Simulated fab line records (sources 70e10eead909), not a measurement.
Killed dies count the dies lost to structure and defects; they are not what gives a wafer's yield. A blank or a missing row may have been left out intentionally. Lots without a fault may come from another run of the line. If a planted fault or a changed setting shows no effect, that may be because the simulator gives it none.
Matching of chambers -- flow nand harc -- NHARC_P_CONTACT_ETCH_35 on rie diel-08: 4 sister chambers
The step etches the open film in CF4, target depth 39 nm, time 65 s. 18 wafers are shown with their chamber, then 9 later ones without.

== EACH WAFER AND ITS CHAMBER ==
wafer,chamber,drypump motor current A (A),rf vpp V (V),cf4 flow sccm (sccm)
L078.1,1,5.8,148.6,150.2
L078.5,3,6.7,149.9,149.4
L078.6,0,5.6,150.4,150.3
L079.1,0,5.6,150.3,150.5
L079.2,2,6.0,149.9,150.0
L079.6,2,6.0,149.8,150.0
L083.3,3,6.7,149.3,149.6
L083.5,1,5.8,149.2,149.6
L083.6,0,5.6,151.1,149.8
L084.4,3,6.7,149.8,149.6
L084.5,2,6.0,148.7,150.2
L084.6,1,5.8,150.2,149.2
L085.1,1,5.8,148.5,149.9
L085.3,0,5.7,153.5,149.1
L085.5,2,6.0,150.2,149.6
L086.3,2,6.0,149.8,150.1
L086.5,1,5.8,149.2,149.6
L086.6,0,5.6,152.1,149.4

SIGNATURES (means of the wafers above)
reading,chamber 0,chamber 1,chamber 2,chamber 3,scatter within a chamber
drypump motor current A,5.620,5.800,6.000,6.700,0.0239
rf vpp V,151.480,149.140,149.680,149.667,0.867
cf4 flow sccm,149.820,149.700,149.980,149.533,0.395
Rule: for a wafer and a chamber, the distance is found by dividing, reading by reading, the gap between the wafer's reading and the chamber's mean by the reading's scatter, squaring, summing and taking the root. If the next closest chamber is less than 2 further off than the closest, the wafer can't be placed; otherwise it belongs to the closest. The scatter: the root of (the sum of the squares of (reading less its chamber's mean) over the shown wafers, divided by (wafers less chambers)).

== WAFERS WITHOUT THEIR CHAMBER ==
wafer,drypump motor current A (A),rf vpp V (V),cf4 flow sccm (sccm)
L089.1,6.7,149.8,150.4
L089.3,5.8,149.2,149.9
L089.6,5.8,148.4,149.9
L093.1,6.7,150.0,150.1
L093.2,5.8,150.3,149.6
L093.6,6.7,150.0,150.3
L094.2,6.7,149.5,150.1
L094.3,5.6,152.0,150.0
L094.6,5.9,148.5,150.4

== THE CHAMBER EACH PASSED THROUGH ==
wafer,from the rows above,in truth
L089.1,3,3
L089.3,1,1
L089.6,1,1
L093.1,3,3
L093.2,1,1
L093.6,3,3
L094.2,3,3
L094.3,0,0
L094.6,can't be placed: 2 or 1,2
8 of 9 placed correctly. Not placeable from these rows: 1 (in 1, the candidates include the true chamber). Wrongly placed: 0.
